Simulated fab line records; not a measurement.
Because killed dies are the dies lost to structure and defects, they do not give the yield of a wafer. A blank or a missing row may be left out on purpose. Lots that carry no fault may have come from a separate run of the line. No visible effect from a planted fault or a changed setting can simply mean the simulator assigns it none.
Which tool was responsible? -- flow nandHarc -- 33 wafers from 11 lots sampled at 6 of the route's 1159 steps

## WHAT EACH GAUGE READ, for each wafer
NHARC_P_M1_INSPECT_11. Usual: 3.7 for rawDefectCount, sd 2.4.
lot,measured,on,rawDefectCount,flag
L592,day 6 08:21,defectInspect-01,7 0 4,
L593,day 6 09:12,defectInspect-02,4 2 0,
L595,day 6 22:45,defectInspect-01,8 6 5,
L596,day 7 00:08,defectInspect-02,4 4 5,
L599,day 7 20:03,defectInspect-01,3 0 6,
L600,day 8 09:08,defectInspect-01,3 8 4,
L601,day 8 10:34,defectInspect-01,7 5 1,
L604,day 9 03:35,defectInspect-01,4 4 4,
L602,day 9 04:19,defectInspect-01,5 6 1,
L608,day 10 08:27,defectInspect-01,2 1 1,
L612,day 11 08:04,defectInspect-01,318 2 326,OFF

NHARC_P_M1_THK_MEAS_24: measures by xrf. Usual: 157.6 nm for thkNm, sd 1.6.
lot,measured,on,thkNm (nm),flag
L592,day 6 11:04,filmMetro-02,163.1 160.1 155.5,
L593,day 6 12:17,filmMetro-01,157.7 157.3 159.6,
L595,day 7 01:16,filmMetro-01,157.6 157.2 157.6,
L596,day 7 02:43,filmMetro-01,158.4 157.6 154.6,
L599,day 7 22:49,filmMetro-01,158.0 156.6 155.9,
L600,day 8 11:41,filmMetro-01,157.3 155.5 159.6,
L601,day 8 13:02,filmMetro-01,157.5 156.5 154.9,
L604,day 9 06:05,filmMetro-02,158.1 156.4 157.2,
L602,day 9 06:48,filmMetro-02,159.7 158.8 157.7,
L608,day 10 10:56,filmMetro-01,156.6 156.4 159.2,
L612,day 11 10:33,filmMetro-02,157.6 157.4 158.1,

NHARC_END_SORT_01. Usual: defectLimitedYield 96.0 %, standard deviation 1.3; killedAtArray 24, standard deviation 8.4; killedAtOther 0.7, standard deviation 1.1; killedAtPeriphery 2.9, standard deviation 1.7; killedDies 27, standard deviation 8.6; killedOpen 3.3, standard deviation 1.8; killedShort 1.8, standard deviation 1.4; sort_bin_2_pct 1.3 %, standard deviation 0.56; sort_bin_3_pct 0.19 %, standard deviation 0.18; sort_bin_4_pct 2.6 %, standard deviation 0.84; sortNPass 650, standard deviation 8.6; sortRimYieldPct 96.1 %, standard deviation 2.3; sortYieldPct 96.0 %, standard deviation 1.3.
lot,measured,on,defectLimitedYield (%),killedAtArray,killedAtOther,killedAtPeriphery,killedDies,killedOpen,killedShort,sort_bin_2_pct (%),sort_bin_3_pct (%),sort_bin_4_pct (%),sortNPass,sortRimYieldPct (%),sortYieldPct (%),flag
L601,day 21 09:37,prober-02,94.1 95.9 94.2,36 26 33,1 0 0,3 2 6,40 28 39,3 5 8,1 4 5,1.8 1.5 1.9,0 0.15 0.44,4.1 2.5 3.4,637 649 638,97.2 93.4 96.2,94.1 95.9 94.2,
L612,day 24 16:04,prober-01,86.0 97.5 86.7,31 15 21,0 0 0,64 2 69,95 17 90,4 3 1,3 0 4,5.6 1.2 5.9,1.77 0 1.48,6.6 1.3 5.9,582 660 587,91.5 95.3 89.6,86.0 97.5 86.7,OFF

## WHICH TOOL RAN EACH LOT (tool, then ch and the chambers of the sampled wafers, then the start)
lot,NHARC_P_M0_PRE_CLEAN_31,NHARC_P_M1_STRIP_18,NHARC_P_M1_PVD_20
L592,"pecvd-04 ch 1,2, day 6 07:03","rieDiel-10 ch 0,2, day 6 08:50","pvdSputter-02, day 6 11:04 or earlier"
L593,"pecvd-01 ch 0,1,2, day 6 07:32","rieDiel-02 ch 1,2,3, day 6 10:07","pvdSputter-02, day 6 12:17 or earlier"
L595,"pecvd-03 ch 0,2, day 6 21:17","rieDiel-02 ch 1,2, day 6 23:12","pvdSputter-02, day 7 01:16 or earlier"
L596,"pecvd-03 ch 0,1,2, day 6 22:32","rieDiel-12 ch 1,2, day 7 00:36","pvdSputter-02, day 7 02:43 or earlier"
L599,"pecvd-04 ch 0,1,2, day 7 18:46","rieDiel-10 ch 1,2,3, day 7 20:31","pvdSputter-02, day 7 22:49 or earlier"
L600,"pecvd-01 ch 0,1,2, day 8 07:40","rieDiel-12 ch 0,3, day 8 09:34","pvdSputter-03, day 8 11:41 or earlier"
L601,"pecvd-01 ch 0,1, day 8 09:15","rieDiel-12 ch 0,2,3, day 8 11:03","pvdSputter-01, day 8 13:02 or earlier"
L604,"pecvd-04 ch 1,2, day 9 01:59","rieDiel-12 ch 1,2,3, day 9 04:02","pvdSputter-03, day 9 06:05 or earlier"
L602,"pecvd-03 ch 0,1,2, day 9 02:53","rieDiel-12 ch 0,1,3, day 9 04:47","pvdSputter-01, day 9 06:48 or earlier"
L608,"pecvd-04 ch 0,1, day 10 07:01","rieDiel-10 ch 0,1,3, day 10 08:53","pvdSputter-01, day 10 10:56 or earlier"
L612,"pecvd-04 ch 1,2, day 11 06:38","rieDiel-02 ch 0,1,2, day 11 08:32","pvdSputter-01, day 11 10:33 or earlier"
- NHARC_P_M0_PRE_CLEAN_31: time 12 s.
- NHARC_P_M1_STRIP_18: strips in N2/H2.
- NHARC_P_M1_PVD_20: deposits TaN, target thk 5 nm, time 8.06 s.

## WHAT THE TOOLS THEMSELVES READ (means of the sampled wafers that have a number; where no wafer has one, the mark that the record gives instead)
NHARC_P_M0_PRE_CLEAN_31. Usual: heaterPowerOuterW 372 W, standard deviation 40; heaterPowerW 647 W, standard deviation 70.
lot,tool,heaterPowerOuterW (W),heaterPowerW (W),flag
L592,pecvd-04,423,742,
L593,pecvd-01,390,641,
L595,pecvd-03,366,633,
L596,pecvd-03,366,636,
L599,pecvd-04,409,708,
L600,pecvd-01,369,624,
L601,pecvd-01,367,566,
L604,pecvd-04,405,725,
L602,pecvd-03,316,567,
L608,pecvd-04,392,697,
L612,pecvd-04,424,736,

NHARC_P_M1_STRIP_18. Usual: drypumpMotorCurrentA 5.5 A, standard deviation 0.51; oesProductAu 1.002 a.u., standard deviation 0.014; rfVppV 90.8 V, standard deviation 0.94; showerheadPlenumPTorr 2.05 Torr, standard deviation 0.075; throttleValvePct 14.172 %, standard deviation 0.0097.
lot,tool,drypumpMotorCurrentA (A),oesProductAu (a.u.),rfVppV (V),showerheadPlenumPTorr (Torr),throttleValvePct (%),flag
L592,rieDiel-10,5.4,1.001,91.1,2.04,14.181,
L593,rieDiel-02,5.5,0.995,90.6,1.99,14.166,
L595,rieDiel-02,5.9,0.999,91.3,1.99,14.172,
L596,rieDiel-12,5.1,1.003,90.3,2.14,14.181,
L599,rieDiel-10,5.1,0.993,91.2,2.09,14.173,
L600,rieDiel-12,5.6,1.025,90.9,1.99,14.183,
L601,rieDiel-12,5.4,1.010,90.0,2.06,14.172,
L604,rieDiel-12,5.3,1.023,91.0,2.08,14.171,
L602,rieDiel-12,5.6,1.012,90.6,2.01,14.165,
L608,rieDiel-10,5.6,0.996,89.6,2.04,14.172,
L612,rieDiel-02,5.8,1.007,90.5,2.04,14.168,

NHARC_P_M1_PVD_20. Usual: 30.0 % for throttleValvePct, sd 0.93.
lot,tool,throttleValvePct (%),flag
L592,pvdSputter-02,30.5,
L593,pvdSputter-02,29.9,
L595,pvdSputter-02,30.1,
L596,pvdSputter-02,30.1,
L599,pvdSputter-02,30.3,
L600,pvdSputter-03,31.1,
L601,pvdSputter-01,30.1,
L604,pvdSputter-03,30.3,
L602,pvdSputter-01,30.1,
L608,pvdSputter-01,29.5,
L612,pvdSputter-01,29.4,

## THE ANSWER, worked out from the rows above alone
Rule: take the mean of a lot's wafers that have a number; if it is more than 3 standard deviations from the usual mean, the lot is off. A lot without any number at a reading at which 4 lots or more have one is off too. The other lots that the step has rows for count as sound. First the gauges in route order, then the tools' own readings, where a lot's mean is used as printed above. The first step at which some lot is off is used, and at that step the reading that is off furthest; a lot without a number counts as furthest.
Off at NHARC_P_M1_INSPECT_11 (rawDefectCount): L612.
If a tool, at a process step before that reading, ran all the lots that are off and no sound lot after the first of them, it fits. Not tried: the gauges at NHARC_P_M1_INSPECT_11; whatever is off there is also off at NHARC_END_SORT_01, on other tools, and gauge error can't account for it. One fits: NHARC_P_M0_PRE_CLEAN_31 on pecvd-04. A fault onset in the window from L608 (day 10 07:01, its last sound lot) to L612 (day 11 06:38, its first lot off) fits.

## WHAT THE SIMULATOR HAD PUT IN
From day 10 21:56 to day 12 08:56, pecvd-04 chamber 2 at NHARC_P_M0_PRE_CLEAN_31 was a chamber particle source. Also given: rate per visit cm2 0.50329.
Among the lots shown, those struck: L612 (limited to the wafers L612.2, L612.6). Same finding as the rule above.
